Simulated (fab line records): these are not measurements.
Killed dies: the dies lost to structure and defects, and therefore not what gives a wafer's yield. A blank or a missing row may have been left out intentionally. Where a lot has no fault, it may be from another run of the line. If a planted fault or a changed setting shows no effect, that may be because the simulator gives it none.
Tool commonality check -- flow nandHarc -- 33 wafers sampled across 11 lots

WHY THIS WAS OPENED
Flagged at NHARC_P_M2_CD_MEAS_09: reading cdNm, on 2 of 11 lots. No-fault wafers: 170.1 nm, standard deviation 0.49.
Rule: a lot is flagged in two cases, either no wafer of it has a number, or all its wafers with numbers fall more than 4 standard deviations from that mean. The rest of the lots are taken to be sound.

lot,measured,on,"cdNm (nm), wafer by wafer",flag
L955,day 5 23:26,cdSem-02,170.1 170.7 170.8,
L956,day 6 13:07,cdSem-02,169.1 169.4 169.4,
L959,day 6 22:26,cdSem-02,169.1 170.1 169.9,
L961,day 7 15:19,cdSem-03,169.7 170.4 170.2,
L960,day 7 17:07,cdSem-03,169.4 171.0 170.6,
L965,day 8 17:21,cdSem-03,170.2 168.9 170.0,
L968,day 9 11:28,cdSem-02,169.8 171.0 170.5,
L973,day 10 08:38,cdSem-02,188.5 189.0 188.5,FLAGGED
L972,day 10 08:53,cdSem-03,169.9 170.3 170.2,
L978,day 11 13:56,cdSem-02,184.7 184.9 185.0,FLAGGED
L977,day 11 14:38,cdSem-02,169.3 169.6 170.1,
Average over the flagged lots: 186.8 nm; offset from the usual +16.7 nm, equal to +34 standard deviations.

LOT BY LOT: THE TOOL USED
The record keeps 1 process step preceding the reading, out of 1159 steps on the route. Cell contents, in order: the tool; ch with the chambers the sampled wafers went through; the start.
lot,flag,NHARC_P_M2_PEB_07
L955,,"lithoTrack-04 ch 0, day 5 23:21"
L956,,"lithoTrack-01 ch 0, day 6 13:02"
L959,,"lithoTrack-01 ch 0, day 6 22:22"
L961,,"lithoTrack-06 ch 0, day 7 15:14"
L960,,"lithoTrack-04 ch 0, day 7 17:02"
L965,,"lithoTrack-04 ch 0, day 8 17:16"
L968,,"lithoTrack-06 ch 0, day 9 11:23"
L973,FLAGGED,"lithoTrack-06 ch 0, day 10 08:34"
L972,,"lithoTrack-01 ch 0, day 10 08:48"
L978,FLAGGED,"lithoTrack-06 ch 0, day 11 13:52"
L977,,"lithoTrack-04 ch 0, day 11 14:33"
What is done by these steps:
- NHARC_P_M2_PEB_07: peb time 65 s.
- NHARC_P_M2_CD_MEAS_09: target cd 170 nm.

FLAGGED AGAINST TOTAL, ONE TOOL AT A TIME (gauges that did the reading follow at the end)
step,tool,lots run,flagged,share of the flagged lots,sound lots run after its first flagged lot
NHARC_P_M2_PEB_07,lithoTrack-01,3,0,none,-
NHARC_P_M2_PEB_07,lithoTrack-04,4,0,none,-
NHARC_P_M2_PEB_07,lithoTrack-06,4,2,all,0
NHARC_P_M2_CD_MEAS_09,cdSem-02,7,2,all,1 (L977)
NHARC_P_M2_CD_MEAS_09,cdSem-03,4,0,none,-

WHAT THE TABLE PERMITS
lithoTrack-06 at NHARC_P_M2_PEB_07 and cdSem-02 at NHARC_P_M2_CD_MEAS_09 are the 2 rows of the table that ran each flagged lot.
- lithoTrack-06 at NHARC_P_M2_PEB_07: 2 of its 4 lots flagged. A fault beginning between L968 (day 9 11:23), its last sound lot, and L973 (day 10 08:34), its first flagged one, fits the data. Its own readings (heaterPowerTotalW, plateTempC) fall more than 4 standard deviations out on all wafers of the flagged lots.
- cdSem-02 at NHARC_P_M2_CD_MEAS_09: 2 of its 7 lots flagged. Lots that were sound ran on it after the first flagged one (L977); a persistent fault on the entire tool would not allow that.
What remains is a single tool, lithoTrack-06 at NHARC_P_M2_PEB_07.

WHAT WAS PUT IN BY THE SIMULATOR
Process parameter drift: lithoTrack-06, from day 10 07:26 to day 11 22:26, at NHARC_P_M2_PEB_07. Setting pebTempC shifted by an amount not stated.
Shown lots that were struck: L973, L978. The rule above reached the same finding.
